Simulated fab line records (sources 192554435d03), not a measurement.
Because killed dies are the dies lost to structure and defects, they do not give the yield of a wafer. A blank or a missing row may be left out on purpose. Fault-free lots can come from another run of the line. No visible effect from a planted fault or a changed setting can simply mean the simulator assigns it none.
Which tool did it? + flow n5_finfet + 12 lots (36 wafers sampled), 1 step of a 1938-step route

WHAT THE GAUGES READ, wafer by wafer
N5_BEOL_M11_CD_MEAS_35: target cd 70 nm.
| lot  | measured     | on        | cd_nm (nm)     |
|------|--------------|-----------|----------------|
| L076 | day 10 13:30 | cd_sem-01 | 70.3 70.0 70.6 |
| L077 | day 11 16:16 | cd_sem-01 | 70.3 69.6 70.0 |
| L079 | day 12 09:20 | cd_sem-01 | 70.1 70.5 69.3 |
| L083 | day 13 00:14 | cd_sem-03 | 70.7 69.6 70.5 |
| L082 | day 13 09:42 | cd_sem-02 | 69.4 70.3 70.0 |
| L085 | day 14 04:31 | cd_sem-01 | 70.2 70.3 70.6 |
| L089 | day 14 10:22 | cd_sem-02 | 70.2 70.1 70.5 |
| L088 | day 14 16:25 | cd_sem-01 | 69.8 69.7 70.0 |
| L092 | day 15 05:08 | cd_sem-03 | 70.1 70.3 70.3 |
| L091 | day 15 14:35 | cd_sem-01 | 70.2 70.5 69.6 |
| L095 | day 16 10:43 | cd_sem-01 | 69.7 69.2 69.1 |
| L096 | day 17 11:49 | cd_sem-01 | 70.0 69.2 69.5 |

WHICH TOOL RAN EACH LOT (tool, then ch and the chambers of the sampled wafers, then the start)
There is no process step in the record ahead of these readings.

THE ANSWER, worked out from the rows above alone
Rule: the usual values come from the lots themselves. The widest of any qualifying gaps counts: lots, ordered by their means at a reading, are off when they make up no more than a third of the lots, leave a main group of 4 or more, and stand apart from it by 3 or more times the standard deviation of that group's means. Not used: any main group whose means are identical at the precision the tables above print for the reading. A lot without any number at a reading at which 4 lots or more have one is off too. All remaining lots with rows at the step are treated as sound.
None of the lots is off at any reading shown; this tells nothing.

WHAT WAS PUT IN BY THE SIMULATOR
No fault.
